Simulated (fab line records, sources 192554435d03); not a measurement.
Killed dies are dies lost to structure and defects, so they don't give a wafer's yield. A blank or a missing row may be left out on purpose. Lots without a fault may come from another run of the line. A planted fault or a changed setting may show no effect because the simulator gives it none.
One fault seen from 3 desks | flow n5_finfet | each desk has only its own numbers; what lay behind them comes last

THE METROLOGY DESK
What the gauges read, lot by lot, whatever tool the lot ran on: means of the sampled wafers that have a number. A lot is out of limits, marked OUT, if its mean lies more than 4 standard deviations from the usual mean; the brackets give that distance. Of its 12 readings 7 are shown: those that lie furthest out on some lot.
Columns: A = cd_nm at N5_BEOL_M3_CD_MEAS_28, usual 25.7 nm; B = V2_OVL at N5_BEOL_M3_OVL_MEAS_29, usual 0.1 nm; C = ION_P at N5_BEOL_M4_RC_MEAS_101, usual 461 uA/um; D = SS_N at N5_BEOL_M4_RC_MEAS_101, usual 71.5 mV/dec; E = SS_P at N5_BEOL_M4_RC_MEAS_101, usual 73.4 mV/dec; F = VT_N at N5_BEOL_M4_RC_MEAS_101, usual 250 mV; G = VT_P at N5_BEOL_M4_RC_MEAS_101, usual -251 mV
lot  | first seen here | A    | B    | C   | D    | E    | F   | G
L199 | day 7 22:07     | 25.7 | 0.9  | 470 | 72.3 | 73.1 | 249 | -248
L203 | day 8 21:25     | 25.9 | -0.3 | 457 | 71.4 | 74.1 | 252 | -252
L208 | day 10 05:58    | 25.7 | -0.3 | 452 | 72.1 | 73.4 | 252 | -253
L214 | day 11 22:52    | 25.8 | -0.4 | 457 | 71.7 | 74.3 | 251 | -253
L215 | day 12 10:07    | 26.1 | -0.7 | 462 | 72.1 | 73.6 | 246 | -247
This desk's finding: nothing out of limits on any of the 5 lots.

THE DEFECT DESK
What the inspections along the route counted, lot by lot: means of the sampled wafers that have a number. A lot is out of limits, marked OUT, if its mean lies more than 4 standard deviations from the usual mean; the brackets give that distance.
Columns: A = raw_defect_count at N5_BEOL_M3_INSPECT_30, usual 394
lot  | first seen here | A
L199 | day 7 22:11     | 393
L203 | day 8 21:30     | 420
L208 | day 10 06:04    | 426
L214 | day 11 22:57    | 433
L215 | day 12 10:13    | 373
This desk's finding: nothing out of limits on any of the 5 lots.

THE TOOL OWNER'S DESK: rie_diel-02
The tool's own readings at N5_BEOL_M3_DESCUM_33 (chemistry O2, time 7 s): means of the sampled wafers that have a number, for each lot that ran on this tool. A lot is out of limits, marked OUT, if its mean lies more than 4 standard deviations from the usual mean; the brackets give that distance.
Columns: A = drypump_motor_current_A at N5_BEOL_M3_DESCUM_33, usual 5.7 A; B = oes_product_au at N5_BEOL_M3_DESCUM_33, usual 0.77 a.u.; C = rf_fwd_power_W at N5_BEOL_M3_DESCUM_33, usual 49.45 W; D = rf_vpp_V at N5_BEOL_M3_DESCUM_33, usual 243.1 V; E = showerhead_plenum_p_Torr at N5_BEOL_M3_DESCUM_33, usual 2.10 Torr; F = throttle_valve_pct at N5_BEOL_M3_DESCUM_33, usual 20.51 %
lot  | first seen here | A   | B    | C     | D     | E    | F
L199 | day 7 22:14     | 5.8 | 0.79 | 49.44 | 243.2 | 2.10 | 20.38
L203 | day 8 21:32     | 5.8 | 0.80 | 49.06 | 244.2 | 2.16 | 20.32
This desk's finding: nothing out of limits on any of the 2 lots.

PUT TOGETHER
The metrology desk saw nothing out of limits.
The defect desk saw nothing out of limits.
The tool owner's desk saw nothing out of limits.

WHAT THE SIMULATOR HAD PUT IN
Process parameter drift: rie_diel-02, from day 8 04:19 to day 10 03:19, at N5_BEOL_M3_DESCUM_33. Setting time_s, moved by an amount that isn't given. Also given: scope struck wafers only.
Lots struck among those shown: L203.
